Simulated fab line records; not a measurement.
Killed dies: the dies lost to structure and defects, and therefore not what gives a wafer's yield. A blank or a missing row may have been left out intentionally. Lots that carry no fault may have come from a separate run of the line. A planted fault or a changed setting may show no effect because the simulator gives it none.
Which tool was responsible? + flow nand harc + 45 wafers from 15 lots sampled at 4 of the route's 1302 steps

## WHAT EACH GAUGE READ, for each wafer
The record holds no reading of a measuring or inspecting step that can be judged against a usual standard deviation.

## EACH LOT AND THE TOOL THAT RAN IT (in order: tool; ch and the chambers of the sampled wafers; start)
| lot  | NHARC_A_STAIRCASE_ETCH_273                    | NHARC_A_STAIRCASE_HM_DEP_459  | NHARC_A_STAIRCASE_DEP_301       | NHARC_A_STAIRCASE_PEB_308         |
|------|-----------------------------------------------|-------------------------------|---------------------------------|-----------------------------------|
| L530 | rie diel-06 ch 0,1, day 16 15:25 or earlier   | acl dep-02 ch 0, day 16 15:25 | pecvd-02 ch 0,1,2, day 17 03:16 | litho track-05 ch 0, day 17 03:48 |
| L529 | rie diel-09 ch 0,1,3, day 17 03:14 or earlier | acl dep-02 ch 0, day 17 03:14 | pecvd-01 ch 0,1, day 17 10:13   | litho track-05 ch 0, day 17 10:50 |
| L532 | rie diel-13 ch 0,2,3, day 17 18:52 or earlier | acl dep-03 ch 0, day 17 18:52 | pecvd-01 ch 0,1,2, day 18 01:41 | litho track-03 ch 0, day 18 02:21 |
| L534 | rie diel-06 ch 0,2, day 18 08:43 or earlier   | acl dep-01 ch 0, day 18 08:43 | pecvd-02 ch 1,2, day 18 16:48   | litho track-07 ch 0, day 18 17:28 |
| L533 | rie diel-06 ch 2,3, day 18 14:38 or earlier   | acl dep-03 ch 0, day 18 14:38 | pecvd-01 ch 1,2, day 18 21:53   | litho track-05 ch 0, day 18 22:31 |
| L538 | rie diel-09 ch 1,2,3, day 20 15:31 or earlier | acl dep-01 ch 0, day 20 15:31 | pecvd-02 ch 0,1, day 20 22:41   | litho track-03 ch 0, day 20 23:23 |
| L540 | rie diel-06 ch 0,1,2, day 21 05:29 or earlier | acl dep-02 ch 0, day 21 05:29 | pecvd-01 ch 0,1,2, day 21 13:26 | litho track-07, day 21 13:59      |
| L541 | rie diel-13 ch 0,1,2, day 21 09:44 or earlier | acl dep-02 ch 0, day 21 09:44 | pecvd-03 ch 0,1,2, day 21 17:35 | litho track-03, day 21 18:14      |
| L544 | rie diel-06 ch 1,2,3, day 22 10:46 or earlier | acl dep-01 ch 0, day 22 10:46 | pecvd-01 ch 0,1,2, day 22 19:02 | litho track-07, day 22 19:35      |
| L546 | rie diel-13 ch 1,2, day 23 20:38 or earlier   | acl dep-01 ch 0, day 23 20:38 | pecvd-02 ch 0,1,2, day 24 06:58 | litho track-07 ch 0, day 24 07:34 |
| L547 | rie diel-06 ch 0,1,2, day 24 11:36 or earlier | acl dep-03 ch 0, day 24 11:36 | pecvd-03 ch 0,1,2, day 24 19:17 | litho track-07 ch 0, day 24 19:53 |
| L549 | rie diel-13 ch 1,2,3, day 25 00:55 or earlier | acl dep-01 ch 0, day 25 00:55 | pecvd-01 ch 1,2, day 25 07:40   | litho track-07 ch 0, day 25 08:13 |
| L550 | rie diel-09 ch 1,2, day 25 07:39 or earlier   | acl dep-01 ch 0, day 25 07:39 | pecvd-03 ch 0,1,2, day 25 16:15 | litho track-03 ch 0, day 25 16:55 |
| L552 | rie diel-13 ch 0,1,2, day 25 21:16 or earlier | acl dep-03 ch 0, day 25 21:16 | pecvd-02 ch 0,1,2, day 26 04:13 | litho track-05 ch 0, day 26 04:52 |
| L551 | rie diel-09 ch 0,1, day 25 23:43 or earlier   | acl dep-03 ch 0, day 25 23:43 | pecvd-02 ch 0,1,2, day 26 06:01 | litho track-03 ch 0, day 26 06:41 |
- NHARC_A_STAIRCASE_ETCH_273: etches the open film in C4F8/O2/Ar, target depth 10200 nm, time 2468.6 s.
- NHARC_A_STAIRCASE_HM_DEP_459: deposits aC, target thk 1500 nm.
- NHARC_A_STAIRCASE_DEP_301: deposits SiON, target thk 30 nm.
- NHARC_A_STAIRCASE_PEB_308: peb time 130 s.

## WHAT THE TOOLS THEMSELVES READ (means of the sampled wafers that have a number; where no wafer has one, the mark that the record gives instead)
NHARC_A_STAIRCASE_ETCH_273. Usual: chamber pressure mTorr 25.000 mTorr, standard deviation 0.022; oes product au 0.938 a.u., standard deviation 0.015; rf vpp V 1829 V, standard deviation 12.
| lot  | tool        | chamber pressure mTorr (mTorr) | oes product au (a.u.) | rf vpp V (V) | flag |
|------|-------------|--------------------------------|-----------------------|--------------|------|
| L530 | rie diel-06 | 24.983                         | 0.938                 | 1837         |      |
| L529 | rie diel-09 | 24.992                         | 0.917                 | 1831         |      |
| L532 | rie diel-13 | 24.982                         | 0.937                 | 1840         |      |
| L534 | rie diel-06 | 25.008                         | 0.938                 | 1819         |      |
| L533 | rie diel-06 | 25.014                         | 0.920                 | 1817         |      |
| L538 | rie diel-09 | 25.013                         | 0.945                 | 1818         |      |
| L540 | rie diel-06 | 24.998                         | 0.939                 | 1827         |      |
| L541 | rie diel-13 | 24.997                         | 0.939                 | 1835         |      |
| L544 | rie diel-06 | 24.981                         | 0.948                 | 1824         |      |
| L546 | rie diel-13 | 25.001                         | 0.949                 | 1834         |      |
| L547 | rie diel-06 | 25.008                         | 0.949                 | 1827         |      |
| L549 | rie diel-13 | 25.015                         | 0.935                 | 1837         |      |
| L550 | rie diel-09 | 25.007                         | 0.944                 | 1830         |      |
| L552 | rie diel-13 | 24.983                         | 0.942                 | 1833         |      |
| L551 | rie diel-09 | 25.000                         | 0.943                 | 1828         |      |

NHARC_A_STAIRCASE_HM_DEP_459. Usual: 35.000 % for throttle valve pct, sd 0.0091.
| lot  | tool       | throttle valve pct (%) | flag |
|------|------------|------------------------|------|
| L530 | acl dep-02 | 34.994                 |      |
| L529 | acl dep-02 | 34.995                 |      |
| L532 | acl dep-03 | 34.992                 |      |
| L534 | acl dep-01 | 34.998                 |      |
| L533 | acl dep-03 | 35.004                 |      |
| L538 | acl dep-01 | 34.992                 |      |
| L540 | acl dep-02 | 35.003                 |      |
| L541 | acl dep-02 | 35.006                 |      |
| L544 | acl dep-01 | 34.995                 |      |
| L546 | acl dep-01 | 35.001                 |      |
| L547 | acl dep-03 | 35.003                 |      |
| L549 | acl dep-01 | 35.001                 |      |
| L550 | acl dep-01 | 35.007                 |      |
| L552 | acl dep-03 | 35.008                 |      |
| L551 | acl dep-03 | 34.996                 |      |

NHARC_A_STAIRCASE_DEP_301. Usual: 742 W for heater power w, sd 75.
| lot  | tool     | heater power w (W) | flag |
|------|----------|--------------------|------|
| L530 | pecvd-02 | 697                |      |
| L529 | pecvd-01 | 788                |      |
| L532 | pecvd-01 | 776                |      |
| L534 | pecvd-02 | 668                |      |
| L533 | pecvd-01 | 740                |      |
| L538 | pecvd-02 | 787                |      |
| L540 | pecvd-01 | 735                |      |
| L541 | pecvd-03 | 780                |      |
| L544 | pecvd-01 | 713                |      |
| L546 | pecvd-02 | 694                |      |
| L547 | pecvd-03 | 783                |      |
| L549 | pecvd-01 | 770                |      |
| L550 | pecvd-03 | 769                |      |
| L552 | pecvd-02 | 701                |      |
| L551 | pecvd-02 | 652                |      |

NHARC_A_STAIRCASE_PEB_308. Usual: chill plate temp C 23.01 C, standard deviation 0.11; exhaust pa 44.8 Pa, standard deviation 0.89.
| lot  | tool           | chill plate temp C (C) | exhaust pa (Pa) | flag |
|------|----------------|------------------------|-----------------|------|
| L530 | litho track-05 | 22.97                  | 44.9            |      |
| L529 | litho track-05 | 22.90                  | 44.8            |      |
| L532 | litho track-03 | 22.98                  | 43.6            |      |
| L534 | litho track-07 | 23.07                  | 45.4            |      |
| L533 | litho track-05 | 23.09                  | 45.3            |      |
| L538 | litho track-03 | 23.09                  | 44.8            |      |
| L540 | litho track-07 | -                      | -               | OFF  |
| L541 | litho track-03 | -                      | -               | OFF  |
| L544 | litho track-07 | -                      | -               | OFF  |
| L546 | litho track-07 | 22.97                  | 45.6            |      |
| L547 | litho track-07 | 22.94                  | 44.3            |      |
| L549 | litho track-07 | 23.11                  | 44.8            |      |
| L550 | litho track-03 | 23.00                  | 45.7            |      |
| L552 | litho track-05 | 23.03                  | 45.9            |      |
| L551 | litho track-03 | 23.01                  | 43.9            |      |

## THE ANSWER, worked out from the rows above alone
Rule: a lot counts as off when the mean over its wafers that have a number is more than 3 standard deviations away from the usual mean. Also off: a lot with no number at a reading for which 4 or more lots have one. Where the step has rows for the other lots, those lots are counted as sound. The gauges are gone through in route order, then the tools' own readings, and for those a lot's mean is taken as printed above. At the first step where some lot is off, the reading lying furthest off is the one used; lots without a number count as furthest.
Off at NHARC_A_STAIRCASE_PEB_308 (chill plate temp C): L540, L541, L544. Without a number there: L540, L541, L544.
If a tool, at that step or one of the process steps before it, ran each lot that is off and ran no sound lot following the first of them, it fits. Because NHARC_A_STAIRCASE_ETCH_273 lacks a start for some lots, the hours and order of its lots are taken from NHARC_A_STAIRCASE_HM_DEP_459. No candidate that was tried fits.

## WHAT THE SIMULATOR PUT IN
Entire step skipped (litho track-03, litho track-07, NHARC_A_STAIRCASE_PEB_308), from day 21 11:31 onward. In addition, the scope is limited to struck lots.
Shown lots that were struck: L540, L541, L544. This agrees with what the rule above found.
